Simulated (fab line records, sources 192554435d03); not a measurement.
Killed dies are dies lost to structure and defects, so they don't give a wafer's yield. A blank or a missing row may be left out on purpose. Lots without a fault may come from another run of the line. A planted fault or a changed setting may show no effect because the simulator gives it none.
fab line records | flow n5_finfet
record lots=24 wafers=72 last_day=19
route steps=1938 shown BEOL_M2@880 BEOL_M3@932
lots that met no fault: from a run of the same line without faults
start_h: hours from the record's first day to the start of the lot's first wafer shown | wait_h: hours since the lot's step before | " the same as in the row above | L1.1+2: a row that stands for several wafers | - no value, or no start given | * or withheld: withheld | < > ~ a bound
route shown NAME@n: a module of which the file shows steps, and the number in the route of the first | usual: mean/standard deviation of fault-free wafers | same: alike in all rows | chamber/n: place in a boat | sites: the reading at each site | _std_site: their standard deviation | _edge_site: outer sites' mean less inner sites' | radius_mm: how far each site lies from the wafer's centre | mask NAME#n: copy n | behind: the tool/chamber that last shaped the wafer | hold: why the lot was held/for how many hours/how that ended | device: the transistor (n, p or np) that didn't switch | end of line: the same wafers' tests at the end of the route | a step without rows: its recipe alone | killed: dies lost to structure and defects at the first sort, not the wafer's yield | map: a wafer's dies, x killed, . not, _ none there
set.NAME: the setting as run; set.NAME@STEP: as run at that earlier step | model.NAME: the simulator's own value behind a step, which no gauge read
steps of the route over a sample of lots; a table a step, a row a wafer
services: from which hour (start_h, from the record's first day; less than 0 if before it) a tool's chamber was out of use, for how many hours, and why
## steps
# step N5_BEOL_M2_ETCH_77
# recipe chemistry=N2/H2 target=underlayer target_depth_a=65 mask_material=CAR-EUV time_s=5.2 ion_energy_ev=200 pressure_mtorr=30 source_w=840 bias_w=150 n2_flow_sccm=200 h2_flow_sccm=200 ends=cleared
# usual drypump_motor_current_A=5.7/0.34 etch_rf_on_time_s=5.17/0.13 oes_product_au=0.69/0.078 rf_vpp_V=524/3.5 showerhead_plenum_p_Torr=2.53/0.11 throttle_valve_pct=17.93/0.23
# columns lot.wafer tool chamber start_h wait_h drypump_motor_current_A etch_rf_on_time_s oes_product_au rf_hours_counter_h rf_vpp_V showerhead_plenum_p_Torr throttle_valve_pct
L074.1 rie_diel-03 2 128.56 0.0 5.6 5.28 0.63 155 522 2.53 17.67
L074.4 " 1 " " 5.8 5.22 0.58 233 528 2.61 17.96
L074.6 " 1 " " 5.8 5.24 0.57 - 524 2.61 17.94
L075.2 rie_diel-03 2 141.78 0.0 5.6 5.39 0.62 161 522 2.52 17.68
L075.3 " 1 " " 5.8 5.34 0.57 239 524 2.61 17.95
L075.5 " 0 " " 5.8 5.29 0.63 - 520 2.36 18.09
L076.1 rie_diel-04 1 147.30 0.0 6.0 5.07 0.58 249 522 2.51 18.05
L076.2 " 3 " " 6.4 5.25 0.60 222 525 2.51 18.36
L076.4 " 2 " " 6.0 5.06 0.77 31 522 2.48 17.83
L077.3 rie_diel-03 0 158.18 0.0 5.8 5.30 0.63 155 517 2.35 18.08
L077.5 " 3 " " 5.5 5.37 0.59 - 527 2.61 17.90
L077.6 " 2 " " 5.6 5.29 0.62 - 524 2.52 17.70
L079.4 rie_diel-05 1 165.80 0.0 5.5 5.15 0.75 44 526 2.59 18.07
L079.5 " 0 " " 5.4 5.19 0.61 - 523 2.51 18.15
L079.6 " 3 " " 4.9 5.34 0.74 - 527 2.71 17.88
L078.1 rie_diel-05 3 167.31 0.0 4.9 5.35 0.76 40 529 2.71 17.93
L078.5 " 3 " " 4.9 5.36 0.75 - 530 2.71 17.90
L078.6 " 0 " " 5.4 5.16 0.61 - 524 2.51 18.16
L080.1 rie_diel-05 3 169.04 0.0 4.9 5.30 0.75 40 526 2.70 17.90
L080.3 " 1 " " 5.5 5.05 0.76 44 525 2.59 18.05
L080.6 " 1 " " 5.5 5.02 0.75 - 525 2.59 18.07
L081.2 rie_diel-05 1 179.21 0.0 5.5 5.07 0.74 48 525 2.59 18.06
L081.4 " 0 " " 5.4 5.16 0.59 239 522 2.51 18.15
L081.5 " 0 " " 5.5 5.19 0.59 - 523 2.51 18.14
L082.1 rie_diel-05 2 189.96 0.0 5.8 5.00 0.65 159 520 2.34 18.26
L082.2 " 0 " " 5.5 5.20 0.60 242 524 2.51 18.19
L082.4 " 3 " " 4.9 5.35 0.74 46 528 2.70 17.91
L083.1 rie_diel-03 2 192.27 0.0 5.6 5.33 0.61 179 525 2.52 17.72
L083.3 " 3 " " 5.6 5.41 0.57 247 527 2.60 17.92
L083.5 " 0 " " 5.7 5.29 0.63 - 518 2.35 18.15
L085.2 rie_diel-03 1 199.50 0.0 5.8 5.09 0.84 1 526 2.60 17.55
L085.5 " 1 " " 5.8 5.16 0.83 - 526 2.60 17.54
L085.6 " 2 " " 5.6 5.26 0.62 - 522 2.52 17.73
L084.4 rie_diel-04 2 199.52 0.0 6.0 5.15 0.74 51 523 2.47 17.85
L084.5 " 0 " " 6.2 5.09 0.74 - 529 2.70 18.12
L084.6 " 1 " " 6.0 5.08 0.78 - 522 2.50 17.66
L086.2 rie_diel-03 2 207.74 0.0 5.6 5.27 0.61 184 521 2.51 17.74
L086.5 " 0 " " 5.7 5.28 0.62 - 515 2.35 18.12
L086.6 " 1 " " 5.8 5.05 0.82 - 528 2.60 17.54
L087.4 rie_diel-05 0 209.18 0.0 5.4 5.09 0.61 249 523 2.50 18.18
L087.5 " 3 " " 4.9 5.29 0.74 - 527 2.70 17.92
L087.6 " 2 " " 5.8 4.97 0.64 - 520 2.34 18.29
L088.1 rie_diel-04 0 218.46 0.0 6.1 4.99 0.74 46 531 2.70 18.15
L088.2 " 2 " " 6.0 5.04 0.74 57 520 2.47 17.87
L088.4 " 3 " " 6.4 5.22 0.58 244 524 2.51 18.39
L089.1 rie_diel-04 1 233.40 0.0 6.0 5.04 0.77 26 520 2.49 17.68
L089.5 " 1 " " 6.0 5.06 0.76 - 522 2.50 17.68
L089.6 " 2 " " 6.0 5.15 0.73 - 520 2.47 17.85
L091.2 rie_diel-04 0 234.90 0.0 6.2 5.07 0.75 51 529 2.70 18.17
L091.3 " 2 " " 6.0 5.10 0.73 64 524 2.47 17.87
L091.6 " 2 " " 6.0 5.12 0.74 - 523 2.47 17.88
L090.1 rie_diel-04 1 236.78 0.0 6.0 5.06 0.76 27 523 2.49 17.69
L090.4 " 2 " " 6.0 5.13 0.72 - 524 2.47 17.86
L090.6 " 1 " " 6.0 4.99 0.77 - 522 2.49 17.70
L092.1 rie_diel-04 2 237.99 0.0 6.0 5.09 0.72 65 520 2.47 17.86
L092.2 " 1 " " 6.0 5.02 0.76 27 520 2.50 17.67
L092.3 " 0 " " 6.2 5.05 0.74 52 527 2.70 18.17
L093.2 rie_diel-04 0 244.11 0.0 6.2 5.02 0.74 54 530 2.70 18.18
L093.3 " 1 " " 6.0 4.93 0.77 30 522 2.49 17.69
L093.4 " 2 " " 6.0 5.06 0.73 - 524 2.47 17.87
L094.2 rie_diel-03 0 257.81 0.0 5.7 5.28 0.60 195 518 2.34 18.17
L094.3 " 3 " " 5.5 5.08 0.79 11 526 2.60 17.55
L094.4 " 2 " " 5.6 5.31 0.59 203 523 2.51 17.75
L095.1 rie_diel-03 0 262.87 0.0 5.8 5.29 0.61 196 518 2.34 18.18
L095.4 " 2 " " 5.6 5.33 0.60 204 523 2.51 17.76
L095.5 " 2 " " 5.6 5.29 0.60 - 523 2.50 17.75
L096.1 rie_diel-03 2 268.39 0.0 5.6 5.34 0.60 207 524 2.50 17.76
L096.2 " 3 " " 5.5 5.10 0.78 15 526 2.59 17.53
L096.4 " 1 " " 5.8 5.17 0.76 27 526 2.59 17.57
L097.3 rie_diel-03 3 274.84 0.0 5.5 5.05 0.79 17 526 2.59 17.54
L097.4 " 2 " " 5.6 5.28 0.59 209 525 2.50 17.78
L097.5 " 2 " " 5.6 5.37 0.59 - 521 2.50 17.74
# step N5_BEOL_M2_ALD_98
# recipe material=SiO2 target_thk_a=25 temp_c=100 ald_precursor_family=BDEAS ald_co_reactant=O2-plasma pulse_time_s=1 co_reactant_pulse_time_s=1 purge_time_s=2 co_reactant_purge_time_s=2 ald_cycles=17 pressure_torr=2
# usual heater_power_w=81/4.7 precursor_pulse_height_rel=0.999/0.02
# columns lot.wafer tool chamber start_h wait_h heater_power_w precursor_pulse_height_rel
L074.1 ald_sin-03 3 128.65 0.1 82 1.011
L074.4 " 2 " " 86 1.004
L074.6 " 3 " " 81 1.019
L075.2 ald_sin-03 2 141.88 0.1 86 0.995
L075.3 " 1 " " 81 1.011
L075.5 " 1 " " 82 1.041
L076.1 ald_sin-03 3 147.40 0.1 82 1.001
L076.2 " 2 " " 85 1.015
L076.4 " 1 " " 83 0.958
L077.3 ald_sin-03 0 158.39 0.2 83 0.965
L077.5 " 0 " " 85 0.972
L077.6 " 1 " " 81 1.022
L079.4 ald_sin-03 0 165.90 0.1 83 1.022
L079.5 " 0 " " 83 0.996
L079.6 " 1 " " 81 1.002
L078.1 ald_sin-02 2 167.41 0.1 79 1.023
L078.5 " 1 " " 85 1.023
L078.6 " 0 " " 72 0.999
L080.1 ald_sin-03 2 169.61 0.5 85 0.960
L080.3 " 0 " " 81 0.994
L080.6 " 0 " " 84 0.993
L081.2 ald_sin-03 3 179.31 0.1 81 1.015
L081.4 " 2 " " 84 1.012
L081.5 " 1 " " 81 0.981
L082.1 ald_sin-03 1 190.21 0.2 81 1.022
L082.2 " 0 " " 82 1.003
L082.4 " 3 " " 80 1.030
L083.1 ald_sin-03 1 192.58 0.3 80 1.000
L083.3 " 0 " " 83 0.988
L083.5 " 3 " " 80 1.000
L085.2 ald_sin-02 0 199.60 0.1 71 1.018
L085.5 " 2 " " 78 1.005
L085.6 " 3 " " 80 0.990
L084.4 ald_sin-01 2 199.64 0.1 75 1.007
L084.5 " 1 " " 83 1.034
L084.6 " 2 " " 72 1.006
L086.2 ald_sin-01 0 207.84 0.1 72 0.984
L086.5 " 3 " " 71 0.971
L086.6 " 2 " " 75 1.001
L087.4 ald_sin-02 2 209.28 0.1 78 1.003
L087.5 " 2 " " 78 1.015
L087.6 " 1 " " 85 1.000
L088.1 ald_sin-03 0 218.98 0.5 84 0.974
L088.2 " 1 " " 82 0.955
L088.4 " 2 " " 86 1.033
L089.1 ald_sin-02 2 233.94 0.5 77 1.002
L089.5 " 0 " " 73 1.006
L089.6 " 3 " " 79 0.981
L091.2 ald_sin-03 3 235.00 0.1 84 0.975
L091.3 " 2 " " 88 1.004
L091.6 " 0 " " 83 1.030
L090.1 ald_sin-03 3 236.88 0.1 81 0.991
L090.4 " 0 " " 84 1.003
L090.6 " 1 " " 82 0.953
L092.1 ald_sin-01 1 238.54 0.5 84 1.002
L092.2 " 3 " " 72 0.994
L092.3 " 0 " " 70 1.006
L093.2 ald_sin-02 2 244.21 0.1 79 0.989
L093.3 " 0 " " 72 1.030
L093.4 " 3 " " 79 0.986
L094.2 ald_sin-03 1 257.91 0.1 80 0.978
L094.3 " 2 " " 83 1.021
L094.4 " 3 " " 84 0.998
L095.1 ald_sin-02 2 262.97 0.1 79 0.997
L095.4 " 2 " " 78 0.991
L095.5 " 3 " " 78 1.002
L096.1 ald_sin-01 2 268.81 0.4 76 1.013
L096.2 " 3 " " 72 1.023
L096.4 " 1 " " 82 0.974
L097.3 ald_sin-03 0 275.13 0.2 83 1.015
L097.4 " 3 " " 81 1.007
L097.5 " 2 " " 87 0.990
# step N5_BEOL_M2_SPUTTER_86
# recipe material=Cu target_thk_a=45 temp_c=-20 chamber_pressure_pa=0.07 power_w=withheld time_s=8.29
# usual throttle_valve_pct=30.3/1.2
# columns lot.wafer tool chamber start_h wait_h throttle_valve_pct
L074.1 pvd_sputter-01 - 133.47 0.1 31.2
L074.4 " - " " 30.7
L074.6 " - " " 31.2
L075.2 pvd_sputter-02 - 147.28 0.1 28.4
L075.3 " - " " 30.0
L075.5 " - " " 30.2
L076.1 pvd_sputter-01 - 172.68 0.1 30.8
L076.2 " - " " 30.9
L076.4 " - " " 32.0
L077.3 pvd_sputter-03 - 176.09 0.1 30.9
L077.5 " - " " 30.8
L077.6 " - " " 30.2
L079.4 pvd_sputter-01 - 189.15 0.1 32.1
L079.5 " - " " 30.7
L079.6 " - " " 32.2
L078.1 pvd_sputter-02 - 192.67 0.1 30.4
L078.5 " - " " 28.7
L078.6 " - " " 30.1
L080.1 pvd_sputter-02 - 195.70 0.1 29.9
L080.3 " - " " 31.1
L080.6 " - " " 29.4
L081.2 pvd_sputter-03 - 195.71 0.1 31.1
L081.4 " - " " 27.8
L081.5 " - " " 31.0
L082.1 pvd_sputter-03 - 199.67 0.1 29.9
L082.2 " - " " 27.9
L082.4 " - " " 31.0
L083.1 pvd_sputter-02 - 207.16 0.1 29.4
L083.3 " - " " 30.3
L083.5 " - " " 30.4
L085.2 pvd_sputter-02 - 209.00 0.1 28.8
L085.5 " - " " 29.3
L085.6 " - " " 30.0
L084.4 pvd_sputter-02 - 211.56 0.1 28.7
L084.5 " - " " 28.6
L084.6 " - " " 30.3
L087.4 pvd_sputter-01 - 215.03 0.1 30.5
L087.5 " - " " 30.7
L087.6 " - " " 31.9
L086.2 pvd_sputter-01 - 217.69 0.1 30.7
L086.5 " - " " 32.2
L086.6 " - " " 31.3
L088.1 pvd_sputter-01 - 237.82 0.1 31.3
L088.2 " - " " 32.1
L088.4 " - " " 30.6
L089.1 pvd_sputter-03 - 243.14 0.1 31.0
L089.5 " - " " 27.9
L089.6 " - " " 30.1
L091.2 pvd_sputter-03 - 251.96 0.1 30.8
L091.3 " - " " 31.0
L091.6 " - " " 30.7
L092.1 pvd_sputter-01 - 265.75 0.1 31.2
L092.2 " - " " 30.8
L092.3 " - " " 32.2
L090.1 pvd_sputter-01 - 268.48 0.1 30.9
L090.4 " - " " 30.9
L090.6 " - " " 32.1
L094.2 pvd_sputter-03 - 269.47 0.1 30.2
L094.3 " - " " 31.1
L094.4 " - " " 28.0
L093.2 pvd_sputter-01 - 270.32 0.1 30.6
L093.3 " - " " 31.1
L093.4 " - " " 30.6
L095.1 pvd_sputter-03 - 276.53 0.1 31.1
L095.4 " - " " 28.0
L095.5 " - " " 27.6
L096.1 pvd_sputter-02 - 280.56 0.1 30.2
L096.2 " - " " 29.3
L096.4 " - " " 30.9
L097.3 pvd_sputter-03 - 286.69 0.1 27.9
L097.4 " - " " 31.0
L097.5 " - " " 27.7
# step N5_BEOL_M2_ANNEAL_51
# recipe temp_c=225 time_s=90 ambient=N2
# usual anneal_temp_c=225.00/0.17 wafer_temp_C_max=226.43/0.29
# columns lot.wafer tool chamber start_h wait_h anneal_temp_c wafer_temp_C_max
L074.1 rtp_anneal-01 0 134.76 0.1 225.21 226.21
L074.4 " 0 " " 225.05 226.42
L074.6 " 0 " " 225.22 226.31
L075.2 rtp_anneal-01 0 148.62 0.1 224.88 226.31
L075.3 " 0 " " 224.89 226.47
L075.5 " 0 " " 224.84 226.47
L076.1 rtp_anneal-01 0 173.98 0.1 224.79 226.47
L076.2 " 0 " " 225.02 226.16
L076.4 " 0 " " 224.86 226.14
L077.3 rtp_anneal-02 0 177.47 0.1 224.97 226.30
L077.5 " 0 " " 225.03 226.25
L077.6 " 0 " " 225.33 226.70
L079.4 rtp_anneal-02 0 190.58 0.2 225.10 226.45
L079.5 " 0 " " 225.34 226.64
L079.6 " 0 " " 225.07 226.55
L078.1 rtp_anneal-01 0 193.97 0.1 225.04 226.42
L078.5 " 0 " " 225.13 226.60
L078.6 " 0 " " 225.12 226.13
L080.1 rtp_anneal-01 0 197.00 0.1 225.12 226.29
L080.3 " 0 " " 224.73 226.19
L080.6 " 0 " " 224.86 226.53
L081.2 rtp_anneal-02 0 197.05 0.1 225.09 226.15
L081.4 " 0 " " 225.11 226.77
L081.5 " 0 " " 225.07 226.47
L082.1 rtp_anneal-01 0 200.96 0.1 225.39 225.56
L082.2 " 0 " " 225.03 225.96
L082.4 " 0 " " 225.06 226.42
L083.1 rtp_anneal-01 0 208.80 0.4 224.91 226.22
L083.3 " 0 " " 224.69 226.38
L083.5 " 0 " " 224.95 225.96
L085.2 rtp_anneal-02 0 210.34 0.1 225.12 225.96
L085.5 " 0 " " 225.51 225.92
L085.6 " 0 " " 225.15 226.22
L084.4 rtp_anneal-01 0 212.99 0.2 224.78 226.68
L084.5 " 0 " " 224.70 226.49
L084.6 " 0 " " 224.88 226.60
L087.4 rtp_anneal-02 0 216.46 0.2 225.13 226.55
L087.5 " 0 " " 225.27 226.71
L087.6 " 0 " " 225.18 226.74
L086.2 rtp_anneal-02 0 219.03 0.1 225.17 225.95
L086.5 " 0 " " 224.88 226.66
L086.6 " 0 " " 225.06 226.55
L088.1 rtp_anneal-01 0 239.11 0.1 224.90 226.14
L088.2 " 0 " " 225.13 225.97
L088.4 " 0 " " 224.82 226.49
L089.1 rtp_anneal-01 0 244.48 0.1 224.86 226.61
L089.5 " 0 " " 224.77 226.97
L089.6 " 0 " " 224.87 226.79
L091.2 rtp_anneal-02 0 253.31 0.1 225.25 226.31
L091.3 " 0 " " 225.12 226.54
L091.6 " 0 " " 225.03 226.32
L092.1 rtp_anneal-01 0 267.04 0.1 225.11 225.96
L092.2 " 0 " " 224.82 226.47
L092.3 " 0 " " 225.12 226.31
L090.1 rtp_anneal-02 0 271.05 1.3 224.87 226.29
L090.4 " 0 " " 224.91 226.42
L090.6 " 0 " " 224.57 226.74
L094.2 rtp_anneal-01 0 273.29 2.6 225.10 226.36
L094.3 " 0 " " 224.95 226.12
L094.4 " 0 " " 224.99 226.93
L093.2 rtp_anneal-02 0 273.70 2.2 224.88 226.81
L093.3 " 0 " " 224.78 226.30
L093.4 " 0 " " 224.58 226.81
L095.1 rtp_anneal-01 0 277.82 0.1 224.94 226.29
L095.4 " 0 " " 225.01 226.26
L095.5 " 0 " " 224.77 226.17
L096.1 rtp_anneal-02 0 281.86 0.1 224.91 226.13
L096.2 " 0 " " 224.99 226.47
L096.4 " 0 " " 225.02 226.57
L097.3 rtp_anneal-01 0 288.09 0.1 225.00 226.34
L097.4 " 0 " " 225.02 226.55
L097.5 " 0 " " 224.82 226.63
# step N5_BEOL_M3_THK_MEAS_01
# recipe reads=SiOC_of_BEOL_M3_ILD_DEP_00
# usual M3_ILD_THK=78.8/1
# columns lot.wafer tool chamber start_h wait_h M3_ILD_THK[nm]
L074.1 film_metro-01 - 135.75 0.0 78.0
L074.4 " - " " 79.1
L074.6 " - " " 78.4
L075.2 film_metro-02 - 149.56 0.1 78.5
L075.3 " - " " 78.7
L075.5 " - " " 81.2
L076.1 film_metro-01 - 174.96 0.0 78.3
L076.2 " - " " 79.0
L076.4 " - " " 80.0
L077.3 film_metro-02 - 178.37 0.1 77.2
L077.5 " - " " 79.1
L077.6 " - " " 77.6
L079.4 film_metro-02 - 191.43 0.0 79.0
L079.5 " - " " 79.7
L079.6 " - " " 79.1
L078.1 film_metro-01 - 195.00 0.0 77.9
L078.5 " - " " 79.6
L078.6 " - " " 80.6
L080.1 film_metro-01 - 197.99 0.1 77.9
L080.3 " - " " 78.8
L080.6 " - " " 78.3
L081.2 film_metro-01 - 198.04 0.1 78.1
L081.4 " - " " 79.1
L081.5 " - " " 78.9
L082.1 film_metro-02 - 202.03 0.1 78.0
L082.2 " - " " 77.0
L082.4 " - " " 80.4
L083.1 film_metro-02 - 209.79 0.0 78.8
L083.3 " - " " 78.8
L083.5 " - " " 80.5
L085.2 film_metro-01 - 211.37 0.1 77.6
L085.5 " - " " 79.1
L085.6 " - " " 79.7
L084.4 film_metro-01 - 213.84 0.0 79.8
L084.5 " - " " 79.9
L084.6 " - " " 79.3
L087.4 film_metro-02 - 217.43 0.0 78.7
L087.5 " - " " 79.2
L087.6 " - " " 79.2
L086.2 film_metro-01 - 219.97 0.1 78.6
L086.5 " - " " 79.4
L086.6 " - " " 80.7
L088.1 film_metro-02 - 240.10 0.0 77.6
L088.2 " - " " 77.6
L088.4 " - " " 77.9
L089.1 film_metro-01 - 245.48 0.1 77.8
L089.5 " - " " 78.7
L089.6 " - " " 79.2
L091.2 film_metro-01 - 254.25 0.1 77.9
L091.3 " - " " 77.4
L091.6 " - " " 79.2
L092.1 film_metro-02 - 268.07 0.0 80.0
L092.2 " - " " 78.5
L092.3 " - " " 78.9
L090.1 film_metro-02 - 272.73 0.0 78.5
L090.4 " - " " 80.2
L090.6 " - " " 79.1
L094.2 film_metro-01 - 274.48 0.1 78.6
L094.3 " - " " 77.4
L094.4 " - " " 78.9
L093.2 film_metro-02 - 274.66 0.1 78.3
L093.3 " - " " 78.6
L093.4 " - " " 81.0
L095.1 film_metro-02 - 279.17 0.0 78.6
L095.4 " - " " 79.7
L095.5 " - " " 77.5
L096.1 film_metro-02 - 282.84 0.0 77.8
L096.2 " - " " 79.6
L096.4 " - " " 79.8
L097.3 film_metro-02 - 288.99 0.1 78.9
L097.4 " - " " 79.8
L097.5 " - " " 81.1
# step N5_BEOL_M3_PECVD_72
# recipe material=SiO2 target_thk_a=160 temp_c=400 precursor=TEOS/O2 pressure_torr=5.5 rf_w=450 teos_flow_sccm=53.8 gas=O2 flow_sccm=3000 time_s=18
# usual heater_power_w=752/90 showerhead_plenum_p_Torr=8.81/0.07 throttle_valve_pct=22.3/1.1
# columns lot.wafer tool chamber start_h wait_h heater_power_w showerhead_plenum_p_Torr throttle_valve_pct
L074.1 pecvd-03 2 135.78 0.0 799 8.80 20.0
L074.4 " 0 " " 663 8.89 23.4
L074.6 " 1 " " 646 8.67 23.7
L075.2 pecvd-01 2 149.60 0.0 728 8.71 21.8
L075.3 " 0 " " 623 8.77 22.9
L075.5 " 1 " " 662 8.73 22.9
L076.1 pecvd-01 0 174.99 0.0 683 8.76 22.8
L076.2 " 2 " " 835 8.72 21.7
L076.4 " 1 " " 663 8.68 23.0
L077.3 pecvd-03 2 178.40 0.0 825 8.83 20.1
L077.5 " 0 " " 785 8.87 23.8
L077.6 " 2 " " 847 8.84 19.9
L079.4 pecvd-01 0 191.49 0.1 656 8.73 22.9
L079.5 " 2 " " 759 8.72 21.8
L079.6 " 1 " " 655 8.71 23.1
L078.1 pecvd-02 2 195.04 0.0 713 8.79 21.9
L078.5 " 2 " " 694 8.78 22.0
L078.6 " 0 " " 775 8.88 22.4
L080.1 pecvd-02 2 198.03 0.0 712 8.77 22.0
L080.3 " 0 " " 801 8.88 22.4
L080.6 " 2 " " 710 8.77 22.0
L081.2 pecvd-03 0 198.08 0.0 693 8.89 23.7
L081.4 " 0 " " 691 8.85 24.0
L081.5 " 2 " " 834 8.83 20.1
L082.1 pecvd-01 2 202.07 0.0 846 8.71 21.8
L082.2 " 0 " " 608 8.74 22.9
L082.4 " 1 " " 690 8.72 22.9
L083.1 pecvd-03 0 209.83 0.0 658 8.87 23.6
L083.3 " 0 " " 665 8.87 23.8
L083.5 " 2 " " 769 8.83 20.0
L085.2 pecvd-02 0 211.40 0.0 814 8.89 22.3
L085.5 " 0 " " 805 8.88 22.5
L085.6 " 2 " " 611 8.76 21.7
L084.4 pecvd-02 2 213.89 0.1 730 8.77 22.0
L084.5 " 0 " " 826 8.90 22.4
L084.6 " 1 " " 940 8.85 22.4
L087.4 pecvd-03 2 217.48 0.1 782 8.84 20.1
L087.5 " 1 " " 596 8.68 23.8
L087.6 " 0 " " 729 8.90 23.6
L086.2 pecvd-03 1 220.01 0.0 731 8.70 23.4
L086.5 " 2 " " 844 8.81 20.1
L086.6 " 0 " " 738 8.88 23.9
L088.1 pecvd-03 2 240.13 0.0 884 8.83 20.1
L088.2 " 1 " " 691 8.65 23.8
L088.4 " 0 " " 719 8.87 23.8
L089.1 pecvd-02 1 245.51 0.0 899 8.83 22.5
L089.5 " 2 " " 723 8.81 21.8
L089.6 " 1 " " 905 8.84 22.6
L091.2 pecvd-02 2 254.29 0.0 615 8.78 22.0
L091.3 " 0 " " 812 8.88 22.3
L091.6 " 2 " " 592 8.78 22.0
L092.1 pecvd-01 0 268.11 0.0 576 8.75 22.7
L092.2 " 2 " " 729 8.72 22.1
L092.3 " 0 " " 561 8.76 22.6
L090.1 pecvd-02 0 272.77 0.0 815 8.88 22.5
L090.4 " 0 " " 822 8.91 22.3
L090.6 " 1 " " 857 8.84 22.3
L094.2 pecvd-02 1 274.52 0.0 936 8.84 22.5
L094.3 " 2 " " 699 8.78 22.1
L094.4 " 1 " " 926 8.87 22.1
L093.2 pecvd-02 0 274.70 0.0 831 8.89 22.3
L093.3 " 1 " " 892 8.84 22.4
L093.4 " 0 " " 796 8.88 22.3
L095.1 pecvd-03 1 279.20 0.0 648 8.70 23.9
L095.4 " 1 " " 661 8.67 23.6
L095.5 " 0 " " 680 8.89 24.2
L096.1 pecvd-02 1 282.88 0.0 759 8.86 22.5
L096.2 " 0 " " 844 8.89 22.2
L096.4 " 1 " " 775 8.84 22.7
L097.3 pecvd-02 1 289.03 0.0 814 8.83 22.6
L097.4 " 2 " " 717 8.78 22.4
L097.5 " 0 " " 717 8.90 22.5
## services
# columns tool chamber start_h hours kind
ald_sin-03 - 110.50 6.0 pm
rie_diel-04 2 111.08 2.3 repair
rie_diel-04 0 114.22 9.2 repair
pvd_sputter-01 - 118.60 4.4 repair
rie_diel-05 1 122.72 2.8 repair
ald_sin-03 0 123.41 7.3 repair
rie_diel-04 0 124.38 7.7 repair
rie_diel-03 0 133.02 5.2 repair
pvd_sputter-03 - 148.55 9.3 repair
rie_diel-04 3 151.07 9.0 repair
pecvd-01 0 158.21 4.7 repair
ald_sin-03 - 170.87 0.7 repair
rie_diel-03 2 172.34 8.9 repair
ald_sin-02 2 176.34 5.4 repair
pecvd-01 2 180.45 5.6 repair
pecvd-02 0 203.83 5.4 repair
pecvd-02 - 241.79 2.8 pm
pecvd-03 2 244.90 10.8 repair
ald_sin-02 0 261.01 7.5 repair
rtp_anneal-01 - 267.53 4.8 pm
ald_sin-02 - 268.78 14.0 pm
rie_diel-05 0 275.61 2.2 repair
ald_sin-02 - 282.78 6.0 pm
rie_diel-03 1 288.45 4.6 repair
## key
fault none
